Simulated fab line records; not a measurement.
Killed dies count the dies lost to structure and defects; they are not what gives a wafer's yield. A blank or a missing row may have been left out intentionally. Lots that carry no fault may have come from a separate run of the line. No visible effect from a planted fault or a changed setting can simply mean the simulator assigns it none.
The tool behind it: which one? | flow n5_finfet | Sampling: 24 lots, 72 wafers, 3 of 1938 route steps

## WHAT EACH GAUGE READ, for each wafer
N5_BEOL_M12_CD_MEAS_10: target cd 140 nm. Usual: cd_nm 139.9 nm, standard deviation 1.1.
lot  | measured     | on        | cd_nm (nm)        | flag
L074 | day 10 14:31 | cd_sem-01 | 139.3 139.6 138.4 |
L075 | day 10 19:40 | cd_sem-03 | 141.1 141.2 142.0 |
L077 | day 11 08:37 | cd_sem-03 | 140.3 139.6 140.7 |
L076 | day 11 09:03 | cd_sem-01 | 140.5 140.1 141.8 |
L078 | day 11 10:01 | cd_sem-01 | 141.1 140.1 141.0 |
L081 | day 12 02:43 | cd_sem-01 | 138.8 140.8 140.9 |
L080 | day 12 09:28 | cd_sem-01 | 139.4 141.0 139.3 |
L079 | day 12 12:13 | cd_sem-01 | 139.0 140.0 140.5 |
L082 | day 12 13:30 | cd_sem-01 | 140.9 140.6 139.6 |
L083 | day 12 17:25 | cd_sem-02 | 139.4 138.9 139.2 |
L084 | day 13 03:52 | cd_sem-03 | 139.2 140.7 136.2 |
L086 | day 13 18:30 | cd_sem-03 | 140.7 139.9 141.0 |
L085 | day 13 20:54 | cd_sem-01 | 137.9 138.7 140.8 |
L089 | day 13 23:53 | cd_sem-03 | 140.1 139.9 140.2 |
L087 | day 14 04:31 | cd_sem-03 | 140.2 141.1 139.6 |
L088 | day 14 04:44 | cd_sem-02 | 141.5 140.3 139.9 |
L090 | day 14 22:17 | cd_sem-02 | 139.3 138.6 138.5 |
L091 | day 15 00:16 | cd_sem-02 | 137.8 140.0 138.8 |
L093 | day 15 00:46 | cd_sem-02 | 138.3 140.4 139.3 |
L092 | day 15 04:13 | cd_sem-01 | 139.9 138.8 138.1 |
L094 | day 15 09:44 | cd_sem-03 | 139.6 140.5 139.7 |
L095 | day 16 07:22 | cd_sem-03 | 139.6 140.2 139.4 |
L097 | day 16 13:58 | cd_sem-01 | 139.0 140.0 138.2 |
L096 | day 16 14:20 | cd_sem-01 | 141.9 141.4 141.1 |

N5_BEOL_M12_RS_MEAS_54: a four-point-probe measurement. Usual: M12_RS gives 0.0598 ohm/sq (standard deviation 0.00065).
lot  | measured     | on            | M12_RS (ohm/sq)      | flag
L074 | day 10 19:50 | film_metro-02 | 0.0609 0.0605 0.0592 |
L075 | day 11 00:02 | film_metro-01 | 0.0603 0.0601 0.0601 |
L077 | day 11 12:31 | film_metro-01 | 0.0596 0.0599 0.0598 |
L076 | day 11 14:45 | film_metro-02 | 0.0588 0.0590 0.0586 |
L078 | day 11 15:32 | film_metro-01 | 0.0615 0.0600 0.0600 |
L081 | day 12 07:43 | film_metro-01 | 0.0588 0.0610 0.0608 |
L080 | day 12 14:33 | film_metro-01 | 0.0598 0.0599 0.0607 |
L079 | day 12 17:08 | film_metro-02 | 0.0605 0.0613 0.0603 |
L082 | day 12 17:11 | film_metro-01 | 0.0600 0.0597 0.0599 |
L083 | day 12 23:09 | film_metro-02 | 0.0595 0.0597 0.0592 |
L084 | day 13 08:17 | film_metro-01 | 0.0590 0.0602 0.0596 |
L086 | day 13 22:58 | film_metro-02 | 0.0600 0.0603 0.0602 |
L085 | day 14 01:30 | film_metro-01 | 0.0590 0.0595 0.0600 |
L089 | day 14 05:07 | film_metro-01 | 0.0599 0.0602 0.0602 |
L087 | day 14 09:01 | film_metro-01 | 0.0598 0.0590 0.0593 |
L088 | day 14 09:28 | film_metro-01 | 0.0596 0.0593 0.0602 |
L090 | day 15 02:55 | film_metro-02 | 0.0598 0.0587 0.0595 |
L091 | day 15 05:53 | film_metro-01 | 0.0599 0.0590 0.0603 |
L093 | day 15 06:26 | film_metro-02 | 0.0600 0.0594 0.0595 |
L092 | day 15 09:43 | film_metro-02 | 0.0584 0.0600 0.0585 |
L094 | day 15 13:23 | film_metro-02 | 0.0591 0.0596 0.0602 |
L095 | day 16 10:52 | film_metro-01 | 0.0602 0.0600 0.0599 |
L097 | day 16 23:21 | film_metro-02 | 0.0606 0.0599 0.0608 |
L096 | day 16 23:53 | film_metro-01 | 0.0602 0.0596 0.0596 |

## EACH LOT AND THE TOOL THAT RAN IT (in order: tool; ch and the chambers of the sampled wafers; start)
lot  | N5_BEOL_M12_PRE_CLEAN_42
L074 | pvd_sputter-01, day 10 18:40
L075 | pvd_sputter-01, day 10 22:06
L077 | pvd_sputter-01, day 11 11:19
L076 | pvd_sputter-02, day 11 13:32
L078 | pvd_sputter-01, day 11 14:14
L081 | pvd_sputter-01, day 12 06:16
L080 | pvd_sputter-03, day 12 12:55
L079 | pvd_sputter-02, day 12 15:40
L082 | pvd_sputter-03, day 12 15:55
L083 | pvd_sputter-01, day 12 21:42
L084 | pvd_sputter-01, day 13 07:06
L086 | pvd_sputter-01, day 13 21:43
L085 | pvd_sputter-01, day 14 00:18
L089 | pvd_sputter-01, day 14 03:56
L087 | pvd_sputter-01, day 14 07:41
L088 | pvd_sputter-01, day 14 08:12
L090 | pvd_sputter-03, day 15 01:44
L091 | pvd_sputter-01, day 15 04:41
L093 | pvd_sputter-01, day 15 05:15
L092 | pvd_sputter-03, day 15 07:58
L094 | pvd_sputter-01, day 15 12:13
L095 | pvd_sputter-01, day 16 09:42
L097 | pvd_sputter-02, day 16 22:11
L096 | pvd_sputter-03, day 16 22:22
- N5_BEOL_M12_PRE_CLEAN_42: time 30 s.

## AS READ BY THE TOOLS THEMSELVES (means over the sampled wafers that have a number; for cases with no such wafer, the mark the record gives instead)
N5_BEOL_M12_PRE_CLEAN_42. Usual: heater_power_w 331 W, standard deviation 31; susceptor_temp_C 249.97 C, standard deviation 0.17.
lot  | tool           | heater_power_w (W) | susceptor_temp_C (C) | flag
L074 | pvd_sputter-01 | 320                | 250.04               |
L075 | pvd_sputter-01 | 315                | 249.96               |
L077 | pvd_sputter-01 | 321                | 249.95               |
L076 | pvd_sputter-02 | 333                | 249.85               |
L078 | pvd_sputter-01 | 331                | 249.90               |
L081 | pvd_sputter-01 | 307                | 249.99               |
L080 | pvd_sputter-03 | 375                | 249.90               |
L079 | pvd_sputter-02 | 319                | 249.84               |
L082 | pvd_sputter-03 | 348                | 249.96               |
L083 | pvd_sputter-01 | 318                | 249.95               |
L084 | pvd_sputter-01 | 336                | 249.91               |
L086 | pvd_sputter-01 | 306                | 249.93               |
L085 | pvd_sputter-01 | 328                | 250.18               |
L089 | pvd_sputter-01 | 319                | 250.04               |
L087 | pvd_sputter-01 | 329                | 250.07               |
L088 | pvd_sputter-01 | 339                | 250.04               |
L090 | pvd_sputter-03 | 370                | 250.16               |
L091 | pvd_sputter-01 | 330                | 249.83               |
L093 | pvd_sputter-01 | 331                | 249.96               |
L092 | pvd_sputter-03 | 378                | 250.17               |
L094 | pvd_sputter-01 | 318                | 249.84               |
L095 | pvd_sputter-01 | 337                | 249.98               |
L097 | pvd_sputter-02 | 313                | 250.07               |
L096 | pvd_sputter-03 | 373                | 249.97               |

## THE ANSWER, worked out from the rows above alone
Rule: a lot is off if the mean of its wafers that have a number lies more than 3 standard deviations from the usual mean. Also off: a lot with no number at a reading for which 4 or more lots have one. The other lots that the step has rows for count as sound. The gauges are gone through in route order, then the tools' own readings, and for those a lot's mean is taken as printed above. At the first step where some lot is off, the reading lying furthest off is the one used; lots without a number count as furthest.
Across all readings shown, no lot is off: no conclusion can be drawn from this.

## WHAT THE SIMULATOR PUT IN
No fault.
